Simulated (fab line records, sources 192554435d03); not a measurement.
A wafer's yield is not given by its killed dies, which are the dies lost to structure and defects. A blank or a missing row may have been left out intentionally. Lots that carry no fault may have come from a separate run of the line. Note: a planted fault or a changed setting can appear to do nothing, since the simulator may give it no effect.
Matching of chambers ; flow n5-finfet ; N5_BEOL_M3_STRIP_36 on rie-diel-04 has 3 sister chambers
The step strips in N2/H2. 14 wafers are shown with their chamber, then 4 later ones without.

WAFERS PAIRED WITH THEIR CHAMBERS
wafer;chamber;drypump-motor-current-A (A);throttle-valve-pct (%);oes-product-au (a.u.)
L074.1;3;5.4;23.6;0.83
L074.5;0;6.4;24.1;0.67
L074.6;1;5.8;24.1;0.66
L080.1;1;5.8;24.0;0.67
L080.3;3;5.4;23.7;0.85
L080.6;1;5.8;24.1;0.66
L081.2;0;6.3;24.1;0.68
L081.3;1;5.8;24.1;0.66
L081.5;0;6.3;24.1;0.66
L084.1;0;6.4;24.1;0.68
L084.2;1;5.8;24.0;0.66
L084.6;3;5.4;23.7;0.83
L089.2;3;5.4;23.7;0.81
L089.3;0;6.3;23.8;1.00

SIGNATURES (averages over the wafers above)
reading;chamber 0;chamber 1;chamber 3;scatter within a chamber
drypump-motor-current-A;6.340;5.800;5.400;0.033
throttle-valve-pct;24.040;24.060;23.675;0.0912
oes-product-au;0.7380;0.6620;0.8300;0.0889
Rule: a wafer's distance from a chamber is the root of the sum, over the readings, of the square of ((its reading less the chamber's mean) divided by the reading's scatter). If the next closest chamber is less than 2 further off than the closest, the wafer can't be placed; otherwise it belongs to the closest. The scatter: take each reading less its chamber's mean, square it, sum over the shown wafers, divide by the number of wafers less the number of chambers, and take the root.

WAFERS WHOSE CHAMBER IS MISSING
wafer;drypump-motor-current-A (A);throttle-valve-pct (%);oes-product-au (a.u.)
L092.4;6.3;23.8;0.96
L092.6;5.4;23.7;0.81
L097.4;6.3;23.8;0.95
L097.5;6.3;23.8;0.94

THE CHAMBER EACH PASSED THROUGH
wafer;from the rows above;in truth
L092.4;0;0
L092.6;3;3
L097.4;0;0
L097.5;0;0
4 of 4 placed correctly. From these rows, 0 cannot be placed. Placed wrongly: 0.
